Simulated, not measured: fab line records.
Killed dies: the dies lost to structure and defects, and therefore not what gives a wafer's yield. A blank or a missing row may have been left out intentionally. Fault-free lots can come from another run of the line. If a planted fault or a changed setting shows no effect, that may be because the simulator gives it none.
fab line records :: flow n5Finfet
[record]
  lots = 4
  wafers = 12
  lastDay = 14
route steps=1938 shown BEOL_M5@1120
lots untouched by any fault: they come from a run of this same line in which no faults occurred
startH: start of the lot's first displayed wafer, in hours after the record's first day :: waitH: hours elapsed since this lot's preceding step :: " same as the row above :: L1.1+2: a row that stands for several wafers :: - no value, or no start given :: * or withheld: withheld :: < > ~ a bound
route shown NAME@n: NAME is a module with steps in the file, n the number in the route of the first one :: usual: mean/standard deviation taken from wafers without a fault :: same: alike in all rows :: chamber/n: place in a boat :: sites: per-site readings :: _std_site: the standard deviation of these :: _edge_site: outer sites' mean less inner sites' :: radiusMm: how far each site lies from the wafer's centre :: mask NAME#n: copy n :: behind: the last tool/chamber to shape the wafer :: hold: reason for holding the lot/hours on hold/outcome of the hold :: device: the transistor (n, p or np) that didn't switch :: end of line: tests run on the same wafers once the route is complete :: a step without rows: its recipe alone :: killed: dies that structure and defects cost at the first sort, which is not the same as the wafer's yield :: map: a wafer's dies, marking killed ones x, the rest . and places with no die _
set.NAME: the setting the step ran with; set.NAME@STEP: the setting that earlier step ran with :: model.NAME: the simulator's own value behind a step, which no gauge read
certain route steps with their lots: each step a table, each wafer a row
services: the hour from which a tool's chamber was out of use, counted from the record's first day as startH (under 0 if before that day), plus the number of hours and why
[[steps]]
[step N5_BEOL_M5_COAT_05]
[recipe]
  resist = CAR-EUV
  spinRpm = 1500
  resistThkNm = 30
[step N5_BEOL_M5_EBR_07]
[recipe]
  solvent = PGMEA
  ebrWidthMm = 1.5
[step N5_BEOL_M5_SOFTBAKE_06]
[recipe]
  tempC = 110
  timeS = 60
  resist = CAR-EUV
[step N5_BEOL_M5_EXPOSE_08]
[recipe]
  maskId = M5
  na = 0.33
  sourceShape = annular
  sigmaInner = 0.4
  sigmaOuter = 0.8
  polarization = unpolarized
  targetCdNm = 28
  doseMj = 35.75
[step N5_BEOL_M5_PEB_09]
[recipe]
  pebTempC = 100
  pebTimeS = 60
  resist = CAR-EUV
[step N5_BEOL_M5_DEVELOP_10]
[recipe]
  developTimeS = 30
  developer = TMAH
  resist = CAR-EUV
  rinseLiquid = surfactantRinse
  dry = airSpin
  devTempC = 23
[step N5_BEOL_M5_DESCUM_16]
[recipe]
  chemistry = O2
  timeS = 7
  sourcePowerW = 50
  biasPowerW = 20
  pressureMtorr = 20
  rfFrequencyHz = 2.712e+07
  tempC = 40
  resist = CAR-EUV
  o2FlowSccm = 225
[step N5_BEOL_M5_ETCH_72]
[recipe]
  chemistry = N2/H2
  target = underlayer
  targetDepthA = 65
  maskMaterial = CAR-EUV
  timeS = 5.2
  ionEnergyEv = 200
  pressureMtorr = 30
  sourceW = 840
  biasW = 150
  n2FlowSccm = 200
  h2FlowSccm = 200
  ends = cleared
[step N5_BEOL_M5_ETCH_61]
[recipe]
  chemistry = CF4
  target = SiARC
  targetDepthA = 156
  maskMaterial = CAR-EUV
  timeS = 26
  ionEnergyEv = 80
  pressureMtorr = 40
  sourceW = 545
  biasW = 36
  Ar_flow_sccm = 100
  cf4FlowSccm = 100
  ends = cleared
[step N5_BEOL_M5_ETCH_62]
[recipe]
  chemistry = N2/H2
  target = SOC
  targetDepthA = 750
  overetchA = 150
  maskMaterial = SiARC
  tempC = 40
  timeS = 112.5
  ionEnergyEv = 200
  pressureMtorr = 30
  sourceW = 840
  biasW = 150
  n2FlowSccm = 200
  h2FlowSccm = 200
[usual]
  drypumpMotorCurrentA = 5.5/0.38
  oesProductAu = 0.62/0.058
  rfFwdPowerW = 837.6/2.5
  rfVppV = 524.7/2.6
  showerheadPlenumPTorr = 2.57/0.089
  throttleValvePct = 17.93/0.21
lot.wafer: L953.1
tool: rieDiel-04
chamber: 2
startH: 203.59
waitH: 0.0
drypumpMotorCurrentA: 5.0
oesProductAu: 0.71
rfFwdPowerW: 831.8
rfHoursCounterH: 14
rfVppV: 525.9
showerheadPlenumPTorr: 2.59
throttleValvePct: 17.80
model.SiARC_of_BEOL_M5_COAT_60.thkNm: 6.4
model.BEOL_M5.cdNm: 27.8

lot.wafer: L953.2
tool: rieDiel-04
chamber: 0
startH: 203.59
waitH: 0.0
drypumpMotorCurrentA: 5.5
oesProductAu: 0.58
rfFwdPowerW: 841.1
rfHoursCounterH: 197
rfVppV: 526.1
showerheadPlenumPTorr: 2.64
throttleValvePct: 17.68
model.SiARC_of_BEOL_M5_COAT_60.thkNm: 6.6
model.BEOL_M5.cdNm: 28.2

lot.wafer: L953.5
tool: rieDiel-04
chamber: 0
startH: 203.59
waitH: 0.0
drypumpMotorCurrentA: 5.4
oesProductAu: 0.58
rfFwdPowerW: 839.2
rfHoursCounterH: -
rfVppV: 526.2
showerheadPlenumPTorr: 2.64
throttleValvePct: 17.68
model.SiARC_of_BEOL_M5_COAT_60.thkNm: 6.6
model.BEOL_M5.cdNm: 28

lot.wafer: L955.1
tool: rieDiel-04
chamber: 2
startH: 224.48
waitH: 0.0
drypumpMotorCurrentA: 4.9
oesProductAu: 0.70
rfFwdPowerW: 834.9
rfHoursCounterH: 22
rfVppV: 525.6
showerheadPlenumPTorr: 2.59
throttleValvePct: 17.79
model.SiARC_of_BEOL_M5_COAT_60.thkNm: 6.6
model.BEOL_M5.cdNm: 27.6

lot.wafer: L955.3
tool: rieDiel-04
chamber: 0
startH: 224.48
waitH: 0.0
drypumpMotorCurrentA: 5.5
oesProductAu: 0.57
rfFwdPowerW: 635.2
rfHoursCounterH: 205
rfVppV: 576.5
showerheadPlenumPTorr: 2.63
throttleValvePct: 17.70
model.SiARC_of_BEOL_M5_COAT_60.thkNm: 7.6
model.BEOL_M5.cdNm: 27.2

lot.wafer: L955.4
tool: rieDiel-04
chamber: 2
startH: 224.48
waitH: 0.0
drypumpMotorCurrentA: 5.0
oesProductAu: 0.71
rfFwdPowerW: 832.4
rfHoursCounterH: -
rfVppV: 525.2
showerheadPlenumPTorr: 2.59
throttleValvePct: 17.79
model.SiARC_of_BEOL_M5_COAT_60.thkNm: 6.6
model.BEOL_M5.cdNm: 27.6

lot.wafer: L957.1
tool: rieDiel-04
chamber: 0
startH: 237.17
waitH: 0.0
drypumpMotorCurrentA: 5.5
oesProductAu: 0.57
rfFwdPowerW: 632.7
rfHoursCounterH: 211
rfVppV: 575.6
showerheadPlenumPTorr: 2.63
throttleValvePct: 17.70
model.SiARC_of_BEOL_M5_COAT_60.thkNm: 7.4
model.BEOL_M5.cdNm: 27.6

lot.wafer: L957.3
tool: rieDiel-04
chamber: 2
startH: 237.17
waitH: 0.0
drypumpMotorCurrentA: 5.0
oesProductAu: 0.70
rfFwdPowerW: 838.2
rfHoursCounterH: 27
rfVppV: 525.2
showerheadPlenumPTorr: 2.59
throttleValvePct: 17.81
model.SiARC_of_BEOL_M5_COAT_60.thkNm: 6.6
model.BEOL_M5.cdNm: 28

lot.wafer: L957.5
tool: rieDiel-04
chamber: 1
startH: 237.17
waitH: 0.0
drypumpMotorCurrentA: 5.0
oesProductAu: 0.59
rfFwdPowerW: 838.9
rfHoursCounterH: -
rfVppV: 527.8
showerheadPlenumPTorr: 2.63
throttleValvePct: 17.86
model.SiARC_of_BEOL_M5_COAT_60.thkNm: 7.2
model.BEOL_M5.cdNm: 28.2

lot.wafer: L958.4
tool: rieDiel-02
chamber: 1
startH: 241.19
waitH: 0.0
drypumpMotorCurrentA: 6.0
oesProductAu: 0.68
rfFwdPowerW: 835.4
rfHoursCounterH: 61
rfVppV: 524.0
showerheadPlenumPTorr: 2.58
throttleValvePct: 18.14
model.SiARC_of_BEOL_M5_COAT_60.thkNm: 6.6
model.BEOL_M5.cdNm: 27.8

lot.wafer: L958.5
tool: rieDiel-02
chamber: 2
startH: 241.19
waitH: 0.0
drypumpMotorCurrentA: 5.7
oesProductAu: 0.58
rfFwdPowerW: 841.6
rfHoursCounterH: -
rfVppV: 527.9
showerheadPlenumPTorr: 2.65
throttleValvePct: 17.89
model.SiARC_of_BEOL_M5_COAT_60.thkNm: 6.6
model.BEOL_M5.cdNm: 27.8

lot.wafer: L958.6
tool: rieDiel-02
chamber: 3
startH: 241.19
waitH: 0.0
drypumpMotorCurrentA: 5.7
oesProductAu: 0.70
rfFwdPowerW: 841.5
rfHoursCounterH: -
rfVppV: 527.9
showerheadPlenumPTorr: 2.71
throttleValvePct: 17.68
model.SiARC_of_BEOL_M5_COAT_60.thkNm: 6.8
model.BEOL_M5.cdNm: 28.2
[step N5_BEOL_M5_STRIP_63]
[recipe]
  chemistry = N2/H2
  tempC = 40
  n2FlowSccm = 200
  h2FlowSccm = 200
  rfFrequencyHz = 6e+07
[step N5_BEOL_M5_STRIP_73]
[recipe]
  chemistry = N2/H2
  tempC = 40
  n2FlowSccm = 200
  h2FlowSccm = 200
  rfFrequencyHz = 6e+07
[step N5_BEOL_M5_STRIP_64]
[recipe]
  chemistry = CF4
  resist = SiARC
  powerW = 300
  biasPowerW = 75
  pressureMtorr = 50
  cf4FlowSccm = 150
  rfFrequencyHz = 6e+07
[step N5_BEOL_M5_HM_OPEN_17]
[recipe]
  chemistry = Cl2/BCl3
  targetDepthA = 200
  overetchA = 60
  target = TiN
  maskMaterial = SOC
  ionEnergyEv = 150
  pressureMtorr = 10
  icpW = 1000
  biasW = 126
  Cl2_flow_sccm = 53.25
  bcl3FlowSccm = 21.75
  Ar_flow_sccm = 25
[step N5_BEOL_M5_STRIP_19]
[recipe]
  chemistry = O2
  powerW = 400
  tempC = 40
  pressureMtorr = 30
  rfFrequencyHz = 6e+07
  biasPowerW = 0
  overashFraction = 0.2
  o2FlowSccm = 225
[step N5_BEOL_M5_COAT_65]
[recipe]
  resist = SOC
  tempC = 250
  timeS = 60
  spinRpm = 1500
  resistThkNm = 60
[step N5_BEOL_M5_COAT_66]
[recipe]
  resist = SiARC
  tempC = 220
  timeS = 60
  spinRpm = 1500
  resistThkNm = 12
[step N5_BEOL_M5_COAT_74]
[recipe]
  resist = underlayer
  tempC = 205
  timeS = 60
  spinRpm = 1500
  resistThkNm = 5
[step N5_BEOL_M5_COAT_22]
[recipe]
  resist = CAR-EUV
  spinRpm = 1500
  resistThkNm = 30
[step N5_BEOL_M5_EBR_24]
[recipe]
  solvent = PGMEA
  ebrWidthMm = 1.5
[step N5_BEOL_M5_SOFTBAKE_23]
[recipe]
  tempC = 110
  timeS = 60
  resist = CAR-EUV
[step N5_BEOL_M5_EXPOSE_25]
[recipe]
  maskId = V4
  na = 0.33
  sourceShape = quasar
  sigmaInner = 0.2
  sigmaOuter = 0.6
  polarization = unpolarized
  defocusNm = 10
  doseMj = 52.75
[step N5_BEOL_M5_PEB_26]
[recipe]
  pebTempC = 100
  pebTimeS = 60
  resist = CAR-EUV
[step N5_BEOL_M5_DEVELOP_27]
[recipe]
  developTimeS = 30
  developer = TMAH
  resist = CAR-EUV
  rinseLiquid = surfactantRinse
  dry = airSpin
  devTempC = 23
[step N5_BEOL_M5_DESCUM_33]
[recipe]
  chemistry = O2
  timeS = 7
  sourcePowerW = 50
  biasPowerW = 20
  pressureMtorr = 20
  rfFrequencyHz = 2.712e+07
  tempC = 40
  resist = CAR-EUV
  o2FlowSccm = 225
[step N5_BEOL_M5_ETCH_75]
[recipe]
  chemistry = N2/H2
  target = underlayer
  targetDepthA = 65
  maskMaterial = CAR-EUV
  timeS = 5.2
  ionEnergyEv = 200
  pressureMtorr = 30
  sourceW = 840
  biasW = 150
  n2FlowSccm = 200
  h2FlowSccm = 200
  ends = cleared
[step N5_BEOL_M5_ETCH_67]
[recipe]
  chemistry = CF4
  target = SiARC
  targetDepthA = 156
  maskMaterial = CAR-EUV
  timeS = 26
  ionEnergyEv = 80
  pressureMtorr = 40
  sourceW = 545
  biasW = 36
  Ar_flow_sccm = 100
  cf4FlowSccm = 100
  ends = cleared
[step N5_BEOL_M5_ETCH_68]
[recipe]
  chemistry = N2/H2
  target = SOC
  targetDepthA = 800
  overetchA = 160
  maskMaterial = SiARC
  tempC = 40
  timeS = 120
  ionEnergyEv = 200
  pressureMtorr = 30
  sourceW = 840
  biasW = 150
  n2FlowSccm = 200
  h2FlowSccm = 200
[step N5_BEOL_M5_STRIP_69]
[recipe]
  chemistry = N2/H2
  tempC = 40
  n2FlowSccm = 200
  h2FlowSccm = 200
  rfFrequencyHz = 6e+07
[step N5_BEOL_M5_STRIP_76]
[recipe]
  chemistry = N2/H2
  tempC = 40
  n2FlowSccm = 200
  h2FlowSccm = 200
  rfFrequencyHz = 6e+07
[step N5_BEOL_M5_VIA_ETCH_34]
[recipe]
  chemistry = C4F6/O2
  target = SiCOH_lowk
  targetDepthA = 883
  maskMaterial = SOC
  taperDeg = 4
  timeS = 39.2
  ionEnergyEv = 250
  pressureMtorr = 30
  sourceW = 345
  biasW = 185
  Ar_flow_sccm = 300
  C4F6_flow_sccm = 10
  O2_flow_sccm = 10
[step N5_BEOL_M5_STRIP_85]
[recipe]
  chemistry = C4F6/O2
  resist = SiARC
  rfFrequencyHz = 6e+07
[step N5_BEOL_M5_STRIP_36]
[recipe]
  chemistry = N2/H2
  powerW = 450
  tempC = 40
  pressureMtorr = 20
  rfFrequencyHz = 6e+07
  overashFraction = 0.3
  biasPowerW = 7
  h2Frac = 0.5
  n2FlowSccm = 200
  h2FlowSccm = 200
[step N5_BEOL_M5_TRENCH_ETCH_37]
[recipe]
  chemistry = C4F6/O2
  targetDepthA = 716.52
  target = SiCOH_lowk
  timeS = 24.7
  ionEnergyEv = 250
  pressureMtorr = 30
  sourceW = 345
  biasW = 185
  Ar_flow_sccm = 300
  C4F6_flow_sccm = 10
  O2_flow_sccm = 10
[step N5_BEOL_M5_ETCH_41]
[recipe]
  chemistry = CH3F/O2
  target = SiCN
  targetDepthA = 315
  taperDeg = 2
  timeS = 56.7
  ionEnergyEv = 120
  maskMaterial = TiN
  pressureMtorr = 30
  sourceW = 395
  biasW = 75
  Ar_flow_sccm = 150
  CH3F_flow_sccm = 30
  O2_flow_sccm = 20
[usual]
  O2_flow_sccm = 20.00/0.055
  drypumpMotorCurrentA = 5.5/0.37
  oesProductAu = 0.79/0.081
  rfFwdPowerW = 392.3/1.5
  rfVppV = 298.1/1.5
  showerheadPlenumPTorr = 2.04/0.068
  throttleValvePct = 16.42/0.12
lot.wafer: L953.1
tool: rieDiel-04
chamber: 1
startH: -
waitH: -
O2_flow_sccm: 20.02
drypumpMotorCurrentA: 5.0
oesProductAu: 0.72
rfFwdPowerW: 391.9
rfHoursCounterH: 154
rfVppV: 298.5
showerheadPlenumPTorr: 2.08
throttleValvePct: 16.40
model.BEOL_M5.cdNm: 27.8

lot.wafer: L953.2
tool: rieDiel-04
chamber: 2
startH: -
waitH: -
O2_flow_sccm: 19.96
drypumpMotorCurrentA: 5.0
oesProductAu: 0.92
rfFwdPowerW: 390.8
rfHoursCounterH: 15
rfVppV: 297.5
showerheadPlenumPTorr: 2.05
throttleValvePct: 16.41
model.BEOL_M5.cdNm: 28.2

lot.wafer: L953.5
tool: rieDiel-04
chamber: 2
startH: -
waitH: -
O2_flow_sccm: 20.01
drypumpMotorCurrentA: 5.0
oesProductAu: 0.91
rfFwdPowerW: 389.8
rfHoursCounterH: -
rfVppV: 299.5
showerheadPlenumPTorr: 2.05
throttleValvePct: 16.38
model.BEOL_M5.cdNm: 28.4

lot.wafer: L955.1
tool: rieDiel-04
chamber: 0
startH: -
waitH: -
O2_flow_sccm: 19.92
drypumpMotorCurrentA: 5.4
oesProductAu: 0.72
rfFwdPowerW: 390.5
rfHoursCounterH: 206
rfVppV: 298.7
showerheadPlenumPTorr: 2.08
throttleValvePct: 16.22
model.BEOL_M5.cdNm: 27.4

lot.wafer: L955.3
tool: rieDiel-04
chamber: 2
startH: -
waitH: -
O2_flow_sccm: 19.99
drypumpMotorCurrentA: 5.0
oesProductAu: 0.90
rfFwdPowerW: 391.9
rfHoursCounterH: 22
rfVppV: 299.1
showerheadPlenumPTorr: 2.05
throttleValvePct: 16.43
model.BEOL_M5.cdNm: 27.4

lot.wafer: L955.4
tool: rieDiel-04
chamber: 3
startH: -
waitH: -
O2_flow_sccm: 20.03
drypumpMotorCurrentA: 5.3
oesProductAu: 0.67
rfFwdPowerW: 392.5
rfHoursCounterH: -
rfVppV: 298.4
showerheadPlenumPTorr: 1.96
throttleValvePct: 16.65
model.BEOL_M5.cdNm: 27.6

lot.wafer: L957.1
tool: rieDiel-04
chamber: 1
startH: -
waitH: -
O2_flow_sccm: 20.01
drypumpMotorCurrentA: 5.0
oesProductAu: 0.73
rfFwdPowerW: 392.6
rfHoursCounterH: 158
rfVppV: 298.8
showerheadPlenumPTorr: 2.08
throttleValvePct: 16.40
model.BEOL_M5.cdNm: 27.6

lot.wafer: L957.3
tool: rieDiel-04
chamber: 0
startH: -
waitH: -
O2_flow_sccm: 20.06
drypumpMotorCurrentA: 5.5
oesProductAu: 0.73
rfFwdPowerW: 390.9
rfHoursCounterH: 212
rfVppV: 300.2
showerheadPlenumPTorr: 2.07
throttleValvePct: 16.25
model.BEOL_M5.cdNm: 28

lot.wafer: L957.5
tool: rieDiel-04
chamber: 3
startH: -
waitH: -
O2_flow_sccm: 20.03
drypumpMotorCurrentA: 5.3
oesProductAu: 0.66
rfFwdPowerW: 395.6
rfHoursCounterH: -
rfVppV: 296.6
showerheadPlenumPTorr: 1.96
throttleValvePct: 16.66
model.BEOL_M5.cdNm: 28.2

lot.wafer: L958.4
tool: rieDiel-04
chamber: 3
startH: -
waitH: -
O2_flow_sccm: 20.00
drypumpMotorCurrentA: 5.4
oesProductAu: 0.66
rfFwdPowerW: 393.6
rfHoursCounterH: 249
rfVppV: 298.6
showerheadPlenumPTorr: 1.96
throttleValvePct: 16.66
model.BEOL_M5.cdNm: 27.8

lot.wafer: L958.5
tool: rieDiel-04
chamber: 1
startH: -
waitH: -
O2_flow_sccm: 19.99
drypumpMotorCurrentA: 5.0
oesProductAu: 0.72
rfFwdPowerW: 392.3
rfHoursCounterH: -
rfVppV: 298.9
showerheadPlenumPTorr: 2.08
throttleValvePct: 16.40
model.BEOL_M5.cdNm: 27.6

lot.wafer: L958.6
tool: rieDiel-04
chamber: 2
startH: -
waitH: -
O2_flow_sccm: 19.93
drypumpMotorCurrentA: 5.0
oesProductAu: 0.88
rfFwdPowerW: 391.6
rfHoursCounterH: -
rfVppV: 298.1
showerheadPlenumPTorr: 2.05
throttleValvePct: 16.43
model.BEOL_M5.cdNm: 28
[[services]]
tool: rieDiel-02
chamber: -
startH: 180.09
hours: 1.3
kind: repair

tool: rieDiel-04
chamber: 1
startH: 214.95
hours: 6.7
kind: repair

tool: rieDiel-04
chamber: 1
startH: 222.61
hours: 13.5
kind: repair

tool: rieDiel-02
chamber: 1
startH: 230.65
hours: 2.4
kind: repair
[[key]]
[firstSign]
  step = N5_BEOL_M5_ETCH_62
  reading = rfFwdPowerW
  direction = down
  sigmas = 80
  usual = *
  struck = *
[effect]
  step = N5_BEOL_M5_ETCH_62
  reading = rfVppV
  direction = up
  sigmas = 20
  usual = 524.7
  struck = 576.1
[modelEffect]
  step = N5_BEOL_M5_ETCH_62
  value = SiARC_of_BEOL_M5_COAT_60.thkNm
  without = 6.7
  struck = 7.5
[modelEffect]
  step = N5_BEOL_M5_ETCH_41
  value = BEOL_M5.cdNm
  without = 28.1
  struck = 27.5
metAt N5_BEOL_M5_ETCH_62
struckWafers L955.3,L957.1
onsetBetween 203.59 224.48
[fault]
  kind = processParameterDrift
  tool = rieDiel-04
  chamber = 0
  onsetH = 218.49
  steps = N5_BEOL_M5_ETCH_62
  channel = sourceW
  offset = -201.6
  shape = step
  endH = 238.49
  actsIn = theseRecipesOnly
  stated = 840
